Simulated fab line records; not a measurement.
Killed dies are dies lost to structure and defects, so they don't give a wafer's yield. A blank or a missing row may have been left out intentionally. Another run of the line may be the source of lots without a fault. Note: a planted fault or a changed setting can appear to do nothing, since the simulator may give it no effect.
Which tool was responsible? -- flow n5 finfet -- 9 lots, 27 wafers sampled, at 8 steps of a route of 1938

WHAT EACH GAUGE READ, for each wafer
N5_MOL_CONTACT_COAG_INSPECT_97: inspects for defects (darkfield). Usual: raw defect count 41, standard deviation 16.
lot,measured,on,raw defect count,flag
L575,day 5 10:10,defect inspect-01,19 55 28,
L581,day 6 22:47,defect inspect-02,38 45 26,
L582,day 7 05:07,defect inspect-01,24 41 30,
L593,day 9 23:05,defect inspect-02,52 68 52,
L594,day 10 03:46,defect inspect-01,19 63 40,
L595,day 10 09:59,defect inspect-02,45 57 54,
L596,day 10 16:59,defect inspect-01,11 33 22,
L597,day 11 01:58,defect inspect-01,49 23 35,
L598,day 11 07:25,defect inspect-02,54 60 57,

N5_BEOL_M0_SAQP_INSPECT_16: inspects for defects (brightfield). Usual: raw defect count 489, standard deviation 130.
lot,measured,on,raw defect count,flag
L575,day 5 11:38,defect inspect-01,314 300 385,
L581,day 7 01:17,defect inspect-01,1403 1327 1071,OFF
L582,day 7 07:44,defect inspect-02,1001 1139 1090,OFF
L593,day 10 01:20,defect inspect-01,582 543 521,
L594,day 10 05:35,defect inspect-02,283 436 467,
L595,day 10 13:04,defect inspect-02,555 359 538,
L596,day 10 19:32,defect inspect-02,336 426 540,
L597,day 11 03:49,defect inspect-02,634 607 609,
L598,day 11 11:22,defect inspect-02,506 423 598,

N5_BEOL_M0_SAQP_INSPECT_42: inspects for defects (brightfield). Usual: raw defect count 299, standard deviation 88.
lot,measured,on,raw defect count,flag
L575,day 5 15:49,defect inspect-01,227 215 283,
L581,day 7 06:29,defect inspect-01,1045 915 933,OFF
L582,day 7 13:13,defect inspect-02,777 832 860,OFF
L593,day 10 05:38,defect inspect-02,435 368 357,
L594,day 10 09:38,defect inspect-01,221 282 306,
L595,day 10 17:09,defect inspect-02,209 179 194,
L596,day 11 01:18,defect inspect-01,356 258 493,
L597,day 11 08:23,defect inspect-01,373 383 229,
L598,day 11 15:58,defect inspect-02,365 239 336,

N5_BEOL_M0_CUTY_INSPECT_59: inspects for defects (macro). Usual: raw defect count 2.2, standard deviation 1.4.
lot,measured,on,raw defect count,flag
L575,day 5 17:12,defect inspect-02,2 2 4,
L581,day 7 08:26,defect inspect-02,>300 >300 >300,OFF
L582,day 7 14:44,defect inspect-01,>300 >300 >300,OFF
L593,day 10 07:14,defect inspect-01,2 2 0,
L594,day 10 11:02,defect inspect-01,0 1 1,
L595,day 10 19:14,defect inspect-01,1 2 1,
L596,day 11 03:00,defect inspect-02,1 2 1,
L597,day 11 09:40,defect inspect-02,2 3 1,
L598,day 11 17:26,defect inspect-01,2 2 2,

N5_BEOL_M4_RC_MEAS_101. Usual: DIBL_N 36.0 mV/V, standard deviation 2.5; DIBL_P 36.7 mV/V, standard deviation 3; IOFF_N 0.16 nA/um, standard deviation 0.043; IOFF_P 0.21 nA/um, standard deviation 0.049; ION_N 673 uA/um, standard deviation 15; ION_P 461 uA/um, standard deviation 9.8; SS_N 71.5 mV/dec, standard deviation 0.83; SS_P 73.4 mV/dec, standard deviation 0.83; VT_N 250 mV, standard deviation 4; VT_P -251 mV, standard deviation 4.
lot,measured,on,DIBL_N (mV/V),DIBL_P (mV/V),IOFF_N (nA/um),IOFF_P (nA/um),ION_N (uA/um),ION_P (uA/um),SS_N (mV/dec),SS_P (mV/dec),VT_N (mV),VT_P (mV),flag
L575,day 7 17:22,prober-01,32.1 33.0 31.8,33.7 33.8 33.3,0.12 0.14 0.12,0.18 0.18 0.17,657 671 663,456 459 459,70.5 71.7 70.7,72.6 72.8 72.1,254 254 252,-254 -254 -250,
L581,day 9 07:55,prober-01,34.7 39.3 35.2,36.8 41.9 37.8,0.13 0.24 0.14,0.22 0.32 0.23,668 697 660,469 476 461,71.1 72.0 70.2,74.0 74.6 74.2,250 244 253,-248 -243 -248,
L582,day 9 20:40,prober-02,30.3 31.6 36.3,32.5 34.5 39.7,0.10 0.12 0.23,0.14 0.16 0.26,645 651 681,441 453 464,71.2 70.9 73.6,71.8 72.6 73.7,256 252 244,-257 -254 -246,
L593,day 13 08:08,prober-02,34.8 31.6 27.6,37.1 33.3 28.4,0.16 0.11 0.07,0.19 0.14 0.11,679 664 649,462 454 455,71.5 70.2 69.4,73.4 72.8 71.7,248 258 258,-252 -256 -257,
L594,day 13 00:16,prober-02,33.7 35.5 37.5,35.3 37.1 38.7,0.12 0.15 0.17,0.17 0.19 0.20,674 679 666,458 461 445,71.4 71.3 72.2,72.8 73.7 74.1,255 250 253,-256 -253 -252,
L595,day 13 08:08,prober-01,37.2 33.4 34.2,38.7 33.9 34.3,0.19 0.13 0.15,0.26 0.19 0.20,677 662 682,464 463 472,71.9 70.9 71.5,73.6 72.9 72.6,248 253 246,-248 -250 -249,
L596,day 13 17:27,prober-01,36.2 35.2 38.7,37.5 35.9 40.4,0.17 0.15 0.22,0.23 0.21 0.29,690 686 685,470 475 466,71.2 71.5 72.0,73.6 72.8 74.1,246 250 244,-248 -248 -246,
L597,day 14 07:53,prober-01,36.6 35.8 35.0,39.2 38.0 36.9,0.19 0.16 0.14,0.24 0.21 0.20,694 684 669,479 469 461,70.8 71.7 71.0,73.8 73.5 73.1,242 248 252,-249 -251 -250,
L598,day 14 13:20,prober-01,35.6 37.2 35.3,36.6 38.3 36.1,0.14 0.17 0.13,0.17 0.19 0.16,672 683 650,454 463 445,71.1 71.8 70.9,72.9 73.6 73.2,252 251 254,-256 -254 -258,

EACH LOT AND THE TOOL THAT RAN IT (in order: tool; ch and the chambers of the sampled wafers; start)
lot,N5_BEOL_M0_SAQP_HM_DEP_02,N5_BEOL_M0_SAQP_PECVD_03,N5_BEOL_M0_SAQP_MANDREL_ETCH_20
L575,"pvd sputter-03, day 5 10:45","pecvd-03 ch 0,2, day 5 10:52","rie si-02 ch 1,2,3, day 5 12:14"
L581,"pvd sputter-02, day 7 00:24","pecvd-03 ch 0,2, day 7 00:31","rie si-05 ch 0,1,3, day 7 01:41"
L582,"pvd sputter-03, day 7 06:51","pecvd-03 ch 0,1, day 7 06:59","rie si-05 ch 1,3, day 7 08:02"
L593,"pvd sputter-01, day 10 00:28","pecvd-03 ch 0,1, day 10 00:36","rie si-03 ch 1,2,3, day 10 01:52"
L594,"pvd sputter-01, day 10 04:49","pecvd-03 ch 0,1,2, day 10 04:56","rie si-03 ch 0,1,2, day 10 05:53"
L595,"pvd sputter-02, day 10 12:06","pecvd-02 ch 0,1, day 10 12:14","rie si-02 ch 0,1,3, day 10 13:23"
L596,"pvd sputter-01, day 10 18:47","pecvd-03 ch 0,1, day 10 18:55","rie si-02 ch 0,1,2, day 10 19:50"
L597,"pvd sputter-03, day 11 02:59","pecvd-03 ch 0,1,2, day 11 03:10","rie si-03 ch 0,1,3, day 11 04:27"
L598,"pvd sputter-01, day 11 10:37","pecvd-01 ch 1,2, day 11 10:44","rie si-03 ch 0,1,3, day 11 11:40"
- N5_BEOL_M0_SAQP_HM_DEP_02: deposits TiN, target thk 12 nm.
- N5_BEOL_M0_SAQP_PECVD_03: deposits SiCN from 3MS/NH3, target thk 12 nm, time 21.1 s.
- N5_BEOL_M0_SAQP_MANDREL_ETCH_20: etches a-Si in HBr/Cl2, stops on SiNx, target depth 60 nm, bt time 10 s, time 30 s.

WHAT THE TOOLS THEMSELVES READ (means of the sampled wafers that have a number; where no wafer has one, the mark that the record gives instead)
N5_BEOL_M0_SAQP_HM_DEP_02. Usual: throttle valve pct 29.8 %, standard deviation 0.99.
lot,tool,throttle valve pct (%),flag
L575,pvd sputter-03,29.9,
L581,pvd sputter-02,30.8,
L582,pvd sputter-03,29.7,
L593,pvd sputter-01,29.5,
L594,pvd sputter-01,30.3,
L595,pvd sputter-02,28.8,
L596,pvd sputter-01,30.0,
L597,pvd sputter-03,29.5,
L598,pvd sputter-01,29.9,

N5_BEOL_M0_SAQP_PECVD_03. Usual: chamber pressure Torr 3.000 Torr, standard deviation 0.0065; showerhead plenum p Torr 3.664 Torr, standard deviation 0.013; throttle valve pct 9.04 %, standard deviation 0.26.
lot,tool,chamber pressure Torr (Torr),showerhead plenum p Torr (Torr),throttle valve pct (%),flag
L575,pecvd-03,3.005,3.670,9.02,
L581,pecvd-03,2.994,3.675,9.10,
L582,pecvd-03,2.996,3.674,8.90,
L593,pecvd-03,3.005,3.671,8.89,
L594,pecvd-03,3.001,3.669,9.05,
L595,pecvd-02,2.993,3.664,9.14,
L596,pecvd-03,3.001,3.667,8.94,
L597,pecvd-03,3.001,3.677,8.97,
L598,pecvd-01,3.004,3.645,9.17,

N5_BEOL_M0_SAQP_MANDREL_ETCH_20. Usual: drypump motor current A 5.8 A, standard deviation 0.4; oes product au 0.777 a.u., standard deviation 0.014; throttle valve pct 35.4 %, standard deviation 0.46.
lot,tool,drypump motor current A (A),oes product au (a.u.),throttle valve pct (%),flag
L575,rie si-02,5.8,0.782,35.7,
L581,rie si-05,5.9,0.778,35.2,
L582,rie si-05,5.5,0.786,35.7,
L593,rie si-03,5.5,0.779,35.2,
L594,rie si-03,5.4,0.767,35.4,
L595,rie si-02,6.1,0.776,35.6,
L596,rie si-02,6.0,0.775,35.8,
L597,rie si-03,5.4,0.777,35.1,
L598,rie si-03,5.4,0.786,35.1,

THE ANSWER, worked out from the rows above alone
Rule: a lot is off if the mean of its wafers that have a number lies more than 3 standard deviations from the usual mean. A lot without any number at a reading at which 4 lots or more have one is off too. The other lots that the step has rows for count as sound. The gauges are gone through in route order, then the tools' own readings, and for those a lot's mean is taken as printed above. The first step at which some lot is off is used, and at that step the reading that is off furthest; a lot without a number counts as furthest.
Off at N5_BEOL_M0_SAQP_INSPECT_16 (raw defect count): L581, L582.
A tool fits if, at a process step before that reading, it ran every lot that is off, and no sound lot after the first of them. Those tools and the gauges at N5_BEOL_M0_SAQP_INSPECT_16 are tried in the same way. None of those tried fits.

WHAT THE SIMULATOR HAD INSERTED
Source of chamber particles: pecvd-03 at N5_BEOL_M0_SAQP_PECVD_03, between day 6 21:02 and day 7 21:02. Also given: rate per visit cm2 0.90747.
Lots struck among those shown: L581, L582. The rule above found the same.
